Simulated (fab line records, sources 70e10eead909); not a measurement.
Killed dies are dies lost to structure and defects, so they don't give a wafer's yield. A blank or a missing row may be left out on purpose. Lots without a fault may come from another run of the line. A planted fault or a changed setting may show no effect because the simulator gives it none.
Which tool did it? | flow nand_harc | 23 lots, 69 wafers sampled, at 2 steps of a route of 1302

WHAT THE GAUGES READ, wafer by wafer
NHARC_A_CONTACT_CD_MEAS_80. Usual: cd_nm 289.7 nm, standard deviation 0.87.
lot  | measured     | on        | cd_nm (nm)        | flag
L074 | day 21 15:41 | cd_sem-01 | 289.1 289.4 289.9 |
L075 | day 22 16:02 | cd_sem-02 | 290.5 290.2 290.3 |
L076 | day 22 17:09 | cd_sem-01 | 289.0 289.2 289.0 |
L078 | day 23 10:05 | cd_sem-01 | 290.4 290.3 290.3 |
L077 | day 23 10:51 | cd_sem-02 | 288.0 287.7 287.4 |
L079 | day 23 11:49 | cd_sem-03 | 289.5 289.0 289.1 |
L081 | day 24 10:01 | cd_sem-02 | 289.2 289.2 289.1 |
L080 | day 25 03:23 | cd_sem-02 | 289.6 289.5 289.9 |
L084 | day 25 21:02 | cd_sem-03 | 288.1 287.8 287.4 |
L083 | day 26 05:10 | cd_sem-02 | 291.5 291.4 291.6 |
L086 | day 26 15:12 | cd_sem-01 | 289.3 289.2 289.1 |
L085 | day 27 02:44 | cd_sem-03 | 290.1 289.7 290.4 |
L087 | day 27 05:15 | cd_sem-02 | 290.6 290.5 290.2 |
L090 | day 28 10:01 | cd_sem-02 | 290.2 290.1 290.0 |
L091 | day 28 13:16 | cd_sem-02 | 289.1 289.0 289.3 |
L089 | day 28 13:33 | cd_sem-03 | 289.7 289.4 289.6 |
L088 | day 28 15:14 | cd_sem-02 | 289.0 289.7 289.3 |
L092 | day 29 11:28 | cd_sem-01 | 289.3 290.2 289.1 |
L094 | day 30 03:43 | cd_sem-03 | 290.5 290.4 290.7 |
L093 | day 30 04:41 | cd_sem-02 | 291.0 290.4 291.3 |
L095 | day 30 10:53 | cd_sem-01 | 288.9 288.9 288.8 |
L096 | day 31 11:25 | cd_sem-03 | 289.7 290.3 290.1 |
L097 | day 32 09:55 | cd_sem-02 | 289.5 289.5 289.6 |

WHICH TOOL RAN EACH LOT (tool, then ch and the chambers of the sampled wafers, then the start)
lot  | NHARC_A_CONTACT_ETCH_77
L074 | rie_diel-03 ch 0,1,3, day 21 15:41 or earlier
L075 | rie_diel-03 ch 0,1,2, day 22 16:02 or earlier
L076 | rie_diel-11 ch 0,3, day 22 17:09 or earlier
L078 | rie_diel-11 ch 2,3, day 23 10:05 or earlier
L077 | rie_diel-11 ch 0,3, day 23 10:51 or earlier
L079 | rie_diel-11 ch 1,2, day 23 11:49 or earlier
L081 | rie_diel-11 ch 1,2,3, day 24 10:01 or earlier
L080 | rie_diel-03 ch 0,1,2, day 25 03:23 or earlier
L084 | rie_diel-11 ch 1,2, day 25 21:02 or earlier
L083 | rie_diel-11 ch 1,2,3, day 26 05:10 or earlier
L086 | rie_diel-10 ch 0,1,3, day 26 15:12 or earlier
L085 | rie_diel-11 ch 1,2, day 27 02:44 or earlier
L087 | rie_diel-10 ch 0,1,3, day 27 05:15 or earlier
L090 | rie_diel-10 ch 0,1,2, day 28 10:01 or earlier
L091 | rie_diel-11 ch 1,2, day 28 13:16 or earlier
L089 | rie_diel-03 ch 1,3, day 28 13:33 or earlier
L088 | rie_diel-10 ch 0,2,3, day 28 15:14 or earlier
L092 | rie_diel-11 ch 0,1,3, day 29 11:28 or earlier
L094 | rie_diel-10 ch 0,1,2, day 30 03:43 or earlier
L093 | rie_diel-11 ch 0,1,2, day 30 04:41 or earlier
L095 | rie_diel-11 ch 1,3, day 30 10:53 or earlier
L096 | rie_diel-11 ch 1,2, day 31 11:25 or earlier
L097 | rie_diel-11 ch 0,1,2, day 32 09:55 or earlier
- NHARC_A_CONTACT_ETCH_77: etches the open film in CF4/CHF3, target depth 108.9 nm, time 54.5 s.

WHAT THE TOOLS THEMSELVES READ (means of the sampled wafers that have a number; where no wafer has one, the mark that the record gives instead)
NHARC_A_CONTACT_ETCH_77. Usual: drypump_motor_current_A 5.8 A, standard deviation 0.44; oes_product_au 0.948 a.u., standard deviation 0.022; rf_vpp_V 371.1 V, standard deviation 2.2; showerhead_plenum_p_Torr 1.59 Torr, standard deviation 0.058; throttle_valve_pct 16.803 %, standard deviation 0.0085.
lot  | tool        | drypump_motor_current_A (A) | oes_product_au (a.u.) | rf_vpp_V (V) | showerhead_plenum_p_Torr (Torr) | throttle_valve_pct (%) | flag
L074 | rie_diel-03 | 5.8                         | 0.955                 | 372.9        | 1.66                            | 16.804                 |
L075 | rie_diel-03 | 6.0                         | 0.960                 | 373.6        | 1.65                            | 16.803                 |
L076 | rie_diel-11 | 5.6                         | 0.929                 | 372.0        | 1.61                            | 16.796                 |
L078 | rie_diel-11 | 5.8                         | 0.933                 | 372.0        | 1.61                            | 16.800                 |
L077 | rie_diel-11 | 5.5                         | 0.973                 | 372.5        | 1.61                            | 16.802                 |
L079 | rie_diel-11 | 5.7                         | 0.959                 | 370.9        | 1.59                            | 16.809                 |
L081 | rie_diel-11 | 5.8                         | 0.941                 | 371.1        | 1.60                            | 16.800                 |
L080 | rie_diel-03 | 6.0                         | 0.954                 | 373.7        | 1.65                            | 16.802                 |
L084 | rie_diel-11 | 5.8                         | 0.929                 | 370.3        | 1.56                            | 16.803                 |
L083 | rie_diel-11 | 5.8                         | 0.941                 | 371.5        | 1.60                            | 16.789                 |
L086 | rie_diel-10 | 5.7                         | 0.975                 | 370.4        | 1.60                            | 16.808                 |
L085 | rie_diel-11 | 5.8                         | 0.972                 | 369.3        | 1.56                            | 16.801                 |
L087 | rie_diel-10 | 5.7                         | 0.975                 | 371.7        | 1.59                            | 16.804                 |
L090 | rie_diel-10 | 6.0                         | 0.971                 | 370.6        | 1.57                            | 16.802                 |
L091 | rie_diel-11 | 5.8                         | 0.925                 | 369.8        | 1.56                            | 16.806                 |
L089 | rie_diel-03 | 5.8                         | 0.963                 | 372.9        | 1.62                            | 16.792                 |
L088 | rie_diel-10 | 5.9                         | 0.929                 | 368.8        | 1.54                            | 16.805                 |
L092 | rie_diel-11 | 5.5                         | 0.939                 | 371.4        | 1.59                            | 16.810                 |
L094 | rie_diel-10 | 6.0                         | 0.927                 | 370.4        | 1.56                            | 16.802                 |
L093 | rie_diel-11 | 5.5                         | 0.920                 | 369.6        | 1.55                            | 16.802                 |
L095 | rie_diel-11 | 5.8                         | 0.967                 | 372.9        | 1.63                            | 16.800                 |
L096 | rie_diel-11 | 5.7                         | 0.972                 | 370.8        | 1.58                            | 16.793                 |
L097 | rie_diel-11 | 5.5                         | 0.924                 | 369.8        | 1.55                            | 16.802                 |

THE ANSWER, worked out from the rows above alone
Rule: a lot is off if the mean of its wafers that have a number lies more than 3 standard deviations from the usual mean. A lot without any number at a reading at which 4 lots or more have one is off too. The other lots that the step has rows for count as sound. The gauges are gone through in route order, then the tools' own readings, and for those a lot's mean is taken as printed above. The first step at which some lot is off is used, and at that step the reading that is off furthest; a lot without a number counts as furthest.
No lot is off at any reading shown: from this, nothing can be told.

WHAT THE SIMULATOR HAD PUT IN
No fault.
